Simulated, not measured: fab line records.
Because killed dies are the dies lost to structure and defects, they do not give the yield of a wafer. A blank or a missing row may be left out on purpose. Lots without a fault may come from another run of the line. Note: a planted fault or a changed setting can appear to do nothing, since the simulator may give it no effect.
A lot that was struck, set against a sound lot	flow nand harc	14 out of 1159 route steps
Sound: the wafers L538.2, L538.3, L538.4. Struck: wafer L549.3. (L549.4, L549.5 of the same lot were not struck and are left out.) The cause comes at the end.
Each step with rows lists, per side, the tool, then ch with its chambers, then its first start. Under that, the readings that differ: sound wafers	struck wafers	difference of the means	sigmas: that difference in standard deviations of wafers without a fault.
alike: readings with means less than 2 such deviations apart, plus words and numbers identical on both sides. not compared: withheld readings, readings lacking a value on some wafer, bounds such as >300 that could conceal the same value, and numbers that have no deviation in the record and whose values overlap.
A row with sigmas, a row that says differs or no value, or rows on one side alone: a step with any of these is where the two part. When numbers do not overlap yet have no deviation, they are printed without sigmas and do not part them. A reading missing from all wafers of one side parts the sides only when that side holds two or more wafers.

first, 4 steps without rows for these wafers: NHARC_A_STAIRCASE_EXPOSE_06 (exposes mask STAIR); NHARC_A_STAIRCASE_PEB_07 (peb time 130 s); NHARC_A_STAIRCASE_DEVELOP_08 (time 140 s); NHARC_A_STAIRCASE_HARDBAKE_10 (time 140 s).
NHARC_A_STAIRCASE_DESCUM_11: chemistry O2, time 3 s.
  sound on rie diel-03 ch 0,2,3, day 11 13:10; struck on rie diel-03 ch 1, day 14 19:37
reading	sound	struck	difference	sigmas
rf hours counter h (h)	8 9 9	39	+30	
  alike: drypump motor current A, oes product au, rf vpp V, showerhead plenum p Torr, throttle valve pct
then, 1 step without rows for these wafers: NHARC_A_STAIRCASE_TRIM_12 (chemistry O2, time 211.2 s).
NHARC_A_STAIRCASE_ETCH_13: etches the open film in C4F8/O2, target depth 100 nm, time 40.5 s.
  sound on rie diel-03 ch 0,2,3; struck on rie diel-03 ch 0
reading	sound	struck	difference	sigmas
rf hours counter h (h)	9 9 8	41	+32	
  alike: oes product au, rf vpp V
then, 1 step without rows for these wafers: NHARC_A_STAIRCASE_TRIM_14 (chemistry O2, time 211.2 s).
NHARC_A_STAIRCASE_ETCH_15: etches the open film in C4F8/O2, target depth 100 nm, time 40.5 s.
  sound on rie diel-03 ch 0,1,3; struck on rie diel-03 ch 1
reading	sound	struck	difference	sigmas
rf hours counter h (h)	8 9 9	39	+30	
  alike: oes product au, rf vpp V
then, 1 step without rows for these wafers: NHARC_A_STAIRCASE_TRIM_16 (chemistry O2, time 211.2 s).
NHARC_A_STAIRCASE_ETCH_17: etches the open film in C4F8/O2, target depth 100 nm, time 40.5 s.
  sound on rie diel-03 ch 1,2,3; struck on rie diel-03 ch 0
reading	sound	struck	difference	sigmas
rf hours counter h (h)	8 8 10	41	+32	
  alike: oes product au, rf vpp V
NHARC_A_STAIRCASE_TRIM_18: chemistry O2, time 211.2 s.
  sound on rie diel-03 ch 1,2,3, day 11 14:06; struck on rie diel-03 ch 2, day 14 20:23
reading	sound	struck	difference	sigmas
oes product au (a.u.)	1.019 1.004 1.000	1.198	+0.190	+12
rf hours counter h (h)	8 8 10	38	+29	
  alike: drypump motor current A, rf vpp V, showerhead plenum p Torr, throttle valve pct
NHARC_A_STAIRCASE_ETCH_19: etches the open film in C4F8/O2, target depth 100 nm, time 40.5 s.
  sound on rie diel-03 ch 0,1,3; struck on rie diel-03 ch 3
reading	sound	struck	difference	sigmas
rf hours counter h (h)	8 10 9	40	+31	
  alike: oes product au, rf vpp V
-- record jumps: 8 days between struck wafers' starts before vs after; left off in module A_STAIRCASE, resumes in module END, first step shown is number 1159 of the route --
NHARC_END_SORT_01:
  sound on prober-01 ch 0, day 20 09:55; struck on prober-02 ch 0, day 23 04:55
reading	sound	struck	difference	sigmas
killed at other	1 0 0	3	+3	+3
  alike: killed at array, killed at periphery, killed dies, killed open, killed short

WHERE THEY PART
Last at NHARC_END_SORT_01 as far as this record goes, first at NHARC_A_STAIRCASE_TRIM_18.

WHY: the cause the simulator had injected
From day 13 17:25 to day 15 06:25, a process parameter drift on rie diel-03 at NHARC_A_STAIRCASE_TRIM_18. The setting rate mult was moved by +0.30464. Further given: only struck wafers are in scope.
